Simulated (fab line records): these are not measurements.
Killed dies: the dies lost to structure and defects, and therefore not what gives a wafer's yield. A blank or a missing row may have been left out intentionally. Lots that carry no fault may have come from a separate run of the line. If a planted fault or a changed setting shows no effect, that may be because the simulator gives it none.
Which tool is to blame? | flow nandHarc | Sampling: 13 lots, 39 wafers, 5 of 1159 route steps

WHAT EACH GAUGE READ, for each wafer
NHARC_END_SORT_01. Usual: killedAtArray 29, standard deviation 10; killedAtOther 0.7, standard deviation 1; killedAtPeriphery 3.7, standard deviation 2.6; killedDies 33, standard deviation 10; killedOpen 3.4, standard deviation 1.8; killedShort 1.8, standard deviation 1.3.
lot  | measured     | on        | killedAtArray | killedAtOther | killedAtPeriphery | killedDies | killedOpen | killedShort | flag
L421 | day 20 16:11 | prober-01 | 25 24 18      | 0 0 0         | 3 5 3             | 28 29 21   | 3 2 2      | 2 1 4       | 
L426 | day 22 03:57 | prober-02 | 28 34 30      | 3 2 0         | 2 5 2             | 33 41 32   | 3 6 5      | 2 1 5       | 
L427 | day 22 10:23 | prober-01 | 86 140 71     | 0 0 0         | 2 3 4             | 88 143 75  | 4 2 3      | 3 0 1       | OFF
L431 | day 23 07:53 | prober-01 | 110 73 118    | 0 0 0         | 2 4 2             | 112 77 120 | 2 6 2      | 2 5 2       | OFF

EACH LOT AND THE TOOL THAT RAN IT (in order: tool; ch and the chambers of the sampled wafers; start)
lot  | NHARC_A_CONTACT_ETCH_126           | NHARC_THIN_TSV_ETCH_44            | NHARC_THIN_TSV_DEP_47           | NHARC_THIN_TSV_STRIP_56
L416 | harCapEtch-03 ch 0,1, day 16 23:29 | rieDiel-06 ch 0,1,2, day 18 19:53 | pecvd-02 ch 1,2, day 18 21:29   | plasmaAsher-02 ch 0,1, day 19 02:22
L415 | harCapEtch-02 ch 0,1, day 17 01:23 | rieDiel-03 ch 0,1,2, day 18 21:07 | pecvd-01 ch 0,1, day 18 23:00   | plasmaAsher-01 ch 0,1, day 19 03:59
L419 | harCapEtch-02 ch 0,1, day 17 05:38 | rieDiel-04 ch 1,2,3, day 18 22:20 | pecvd-02 ch 0,1,2, day 18 23:53 | plasmaAsher-01 ch 1, day 19 04:26
L420 | harCapEtch-03 ch 0,1, day 17 13:31 | rieDiel-03 ch 1,2,3, day 19 08:30 | pecvd-02 ch 0,1,2, day 19 10:04 | plasmaAsher-01 ch 0,1, day 19 14:43
L417 | harCapEtch-02 ch 0,1, day 17 16:16 | rieDiel-03 ch 0,1,2, day 19 09:24 | pecvd-01 ch 0,2, day 19 10:59   | plasmaAsher-01 ch 0,1, day 19 15:41
L421 | harCapEtch-01 ch 0,1, day 17 22:45 | rieDiel-06 ch 0,2,3, day 19 16:26 | pecvd-02 ch 1,2, day 19 18:04   | plasmaAsher-02 ch 0,1, day 19 22:52
L422 | harCapEtch-01 ch 0,1, day 18 10:54 | rieDiel-03 ch 0,1,3, day 20 11:04 | pecvd-03 ch 0,2, day 20 12:32   | plasmaAsher-02 ch 0,1, day 20 17:14
L425 | harCapEtch-02 ch 0,1, day 18 23:25 | rieDiel-03 ch 1,2, day 20 15:10   | pecvd-02 ch 0,2, day 20 16:50   | plasmaAsher-01 ch 0,1, day 20 21:33
L424 | harCapEtch-02 ch 0,1, day 19 06:31 | rieDiel-04 ch 0,3, day 21 05:51   | pecvd-02 ch 1,2, day 21 07:30   | plasmaAsher-02 ch 0,1, day 21 12:13
L426 | harCapEtch-03 ch 1, day 19 19:27   | rieDiel-06 ch 2,3, day 21 12:28   | pecvd-02 ch 0,2, day 21 14:01   | plasmaAsher-01 ch 0, day 21 18:40
L427 | harCapEtch-02 ch 0,1, day 19 22:41 | rieDiel-06 ch 1,2,3, day 21 13:47 | pecvd-01 ch 0,1,2, day 21 15:16 | plasmaAsher-01 ch 0,1, day 21 19:51
L431 | harCapEtch-02 ch 0,1, day 20 10:10 | rieDiel-04 ch 0,1,2, day 22 19:17 | pecvd-03 ch 0,1,2, day 22 20:59 | plasmaAsher-01 ch 0,1, day 23 01:40
L436 | harCapEtch-03 ch 0,1, day 21 21:29 | rieDiel-04 ch 0,1,3, day 23 17:52 | pecvd-02 ch 0,1,2, day 23 19:26 | plasmaAsher-02 ch 0,1, day 24 00:16
- NHARC_A_CONTACT_ETCH_126: etches the open film in C4F8/O2/Ar, time 155 s, target depth 956 nm.
- NHARC_THIN_TSV_ETCH_44: etches the open film in CF4/O2, target depth 1594.2 nm, time 797.1 s.
- NHARC_THIN_TSV_DEP_47: deposits SiO2, target thk 200 nm.
- NHARC_THIN_TSV_STRIP_56: strips in O2.

AS READ BY THE TOOLS THEMSELVES (means over the sampled wafers that have a number; for cases with no such wafer, the mark the record gives instead)
NHARC_A_CONTACT_ETCH_126. Usual: chamberPressureMTorr 19.999 mTorr, standard deviation 0.019.
lot  | tool          | chamberPressureMTorr (mTorr) | flag
L416 | harCapEtch-03 | 19.995                       | 
L415 | harCapEtch-02 | 19.985                       | 
L419 | harCapEtch-02 | 19.985                       | 
L420 | harCapEtch-03 | 20.008                       | 
L417 | harCapEtch-02 | 19.989                       | 
L421 | harCapEtch-01 | 19.997                       | 
L422 | harCapEtch-01 | 20.006                       | 
L425 | harCapEtch-02 | 19.995                       | 
L424 | harCapEtch-02 | 19.984                       | 
L426 | harCapEtch-03 | 20.000                       | 
L427 | harCapEtch-02 | 20.004                       | 
L431 | harCapEtch-02 | 19.993                       | 
L436 | harCapEtch-03 | 19.992                       | 

NHARC_THIN_TSV_ETCH_44. Usual: chamberPressureMTorr 30.00 mTorr, standard deviation 0.03; drypumpMotorCurrentA 5.7 A, standard deviation 0.31; oesProductAu 0.997 a.u., standard deviation 0.013; rfVppV 795 V, standard deviation 4; showerheadPlenumPTorr 1.84 Torr, standard deviation 0.064; throttleValvePct 16.915 %, standard deviation 0.0089.
lot  | tool       | chamberPressureMTorr (mTorr) | drypumpMotorCurrentA (A) | oesProductAu (a.u.) | rfVppV (V) | showerheadPlenumPTorr (Torr) | throttleValvePct (%) | flag
L416 | rieDiel-06 | 30.01                        | 5.8                      | 0.996               | 797        | 1.88                         | 16.912               | 
L415 | rieDiel-03 | 29.96                        | 5.4                      | 0.999               | 795        | 1.86                         | 16.907               | 
L419 | rieDiel-04 | 29.98                        | 5.9                      | 0.993               | 794        | 1.81                         | 16.910               | 
L420 | rieDiel-03 | 29.99                        | 5.4                      | 0.997               | 794        | 1.83                         | 16.908               | 
L417 | rieDiel-03 | 29.99                        | 5.5                      | 0.992               | 796        | 1.86                         | 16.924               | 
L421 | rieDiel-06 | 29.97                        | 5.8                      | 1.003               | 798        | 1.89                         | 16.918               | 
L422 | rieDiel-03 | 29.99                        | 5.4                      | 0.999               | 795        | 1.83                         | 16.910               | 
L425 | rieDiel-03 | 29.99                        | 5.2                      | 1.000               | 794        | 1.83                         | 16.910               | 
L424 | rieDiel-04 | 30.01                        | 5.9                      | 0.997               | 798        | 1.89                         | 16.918               | 
L426 | rieDiel-06 | 30.02                        | 5.6                      | 0.997               | 799        | 1.90                         | 16.913               | 
L427 | rieDiel-06 | 30.02                        | 5.8                      | 0.996               | 794        | 1.84                         | 16.908               | 
L431 | rieDiel-04 | 30.00                        | 5.8                      | 0.995               | 793        | 1.81                         | 16.908               | 
L436 | rieDiel-04 | 30.01                        | 5.8                      | 0.997               | 795        | 1.85                         | 16.921               | 

NHARC_THIN_TSV_DEP_47. Usual: throttleValvePct 15.7 %, standard deviation 0.6.
lot  | tool     | throttleValvePct (%) | flag
L416 | pecvd-02 | 15.9                 | 
L415 | pecvd-01 | 15.7                 | 
L419 | pecvd-02 | 16.0                 | 
L420 | pecvd-02 | 16.3                 | 
L417 | pecvd-01 | 15.0                 | 
L421 | pecvd-02 | 16.0                 | 
L422 | pecvd-03 | 16.0                 | 
L425 | pecvd-02 | 16.0                 | 
L424 | pecvd-02 | 16.0                 | 
L426 | pecvd-02 | 16.4                 | 
L427 | pecvd-01 | 15.4                 | 
L431 | pecvd-03 | 15.4                 | 
L436 | pecvd-02 | 15.8                 | 

NHARC_THIN_TSV_STRIP_56. Usual: drypumpMotorCurrentA 5.63 A, standard deviation 0.26; heaterPowerW 320 W, standard deviation 15.
lot  | tool           | drypumpMotorCurrentA (A) | heaterPowerW (W) | flag
L416 | plasmaAsher-02 | 6.00                     | 313              | 
L415 | plasmaAsher-01 | 5.45                     | 320              | 
L419 | plasmaAsher-01 | 5.50                     | 301              | 
L420 | plasmaAsher-01 | 5.47                     | 317              | 
L417 | plasmaAsher-01 | 5.45                     | 317              | 
L421 | plasmaAsher-02 | 5.99                     | 319              | 
L422 | plasmaAsher-02 | 5.98                     | 316              | 
L425 | plasmaAsher-01 | 5.47                     | 320              | 
L424 | plasmaAsher-02 | 5.83                     | 311              | 
L426 | plasmaAsher-01 | 5.43                     | 331              | 
L427 | plasmaAsher-01 | 5.44                     | 325              | 
L431 | plasmaAsher-01 | 5.45                     | 328              | 
L436 | plasmaAsher-02 | 5.86                     | 318              | 

THE ANSWER, worked out from the rows above alone
Rule: a lot is off if the mean of its wafers that have a number lies more than 3 standard deviations from the usual mean. Also off: a lot with no number at a reading for which 4 or more lots have one. Any other lot the step has rows for is counted as sound. After the gauges, taken in route order, come the tools' own readings; for these a lot's mean is taken, as printed above. The first step at which some lot is off is used, and at that step the reading that is off furthest; a lot without a number counts as furthest.
Off: L427, L431, at NHARC_END_SORT_01 (killedAtArray). Neither off nor sound, because the step has no rows for them: L416, L415, L419, L420, L417, L422, L425, L424, L436.
A tool fits if, at a process step before that reading, it ran every lot that is off, and no sound lot after the first of them. The gauges at NHARC_END_SORT_01 are tried like those tools. Can't be told from this: 3 tools fit, harCapEtch-02 at NHARC_A_CONTACT_ETCH_126, plasmaAsher-01 at NHARC_THIN_TSV_STRIP_56, prober-01 at NHARC_END_SORT_01.

WHAT WAS PUT IN BY THE SIMULATOR
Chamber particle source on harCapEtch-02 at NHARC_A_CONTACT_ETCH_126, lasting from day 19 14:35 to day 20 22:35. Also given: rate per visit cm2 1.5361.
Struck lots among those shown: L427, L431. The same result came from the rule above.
